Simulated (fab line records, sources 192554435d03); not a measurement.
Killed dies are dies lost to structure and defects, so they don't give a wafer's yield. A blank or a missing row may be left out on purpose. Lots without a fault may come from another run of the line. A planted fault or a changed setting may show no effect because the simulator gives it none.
Chamber matching | flow n5_finfet | N5_BEOL_M6_CMP_52 on cmp-04: 4 sister chambers
The step polishes, stops on SiCOH lowk, t overpolish 6.9 s, target thk 80 nm. 8 wafers are shown with their chamber, then 8 later ones without.

WAFERS WITH THEIR CHAMBER
wafer  | chamber | motor_current_A (A) | platen_rpm (rpm)
L076.4 | 3       | 6.5                 | 50.00
L079.1 | 3       | 6.7                 | 49.99
L079.3 | 0       | 5.9                 | 49.97
L080.3 | 2       | 5.9                 | 49.96
L083.2 | 0       | 5.5                 | 49.96
L083.3 | 1       | 7.2                 | 50.00
L083.4 | 2       | 5.8                 | 50.01
L085.1 | 1       | 6.9                 | 50.01

WAFERS WITHOUT THEIR CHAMBER
wafer  | motor_current_A (A) | platen_rpm (rpm)
L085.2 | 6.2                 | 49.93
L085.6 | 6.0                 | 50.00
L088.2 | 5.9                 | 50.02
L088.5 | 6.9                 | 49.97
L088.6 | 5.8                 | 50.00
L089.1 | 6.1                 | 49.95
L089.2 | 7.1                 | 50.00
L089.3 | 6.6                 | 49.98

WHICH CHAMBER EACH WENT THROUGH
wafer  | from the rows above          | in truth
L085.2 | can't be placed: 0 or 2 or 3 | 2
L085.6 | can't be placed: 2 or 0 or 3 | 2
L088.2 | can't be placed: 2 or 0 or 3 | 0
L088.5 | can't be placed: 1 or 3      | 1
L088.6 | can't be placed: 2 or 0      | 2
L089.1 | can't be placed: 0 or 2 or 3 | 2
L089.2 | 1                            | 1
L089.3 | can't be placed: 3 or 1      | 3
Placed correctly: 1 of 8. Can't be placed from these rows: 7 (the true chamber is among the candidates in 7). Placed wrongly: 0.
How it was worked out, from the rows above alone: a wafer's distance from a chamber is the root of the sum, over the readings, of the square of ((its reading less the chamber's mean) divided by the reading's scatter). The wafer belongs to the nearest chamber; if the next one is less than 2 further off, it can't be placed. A chamber's mean is the mean of its shown wafers. The scatter: the root of (the sum of the squares of (reading less its chamber's mean) over the shown wafers, divided by (wafers less chambers)).
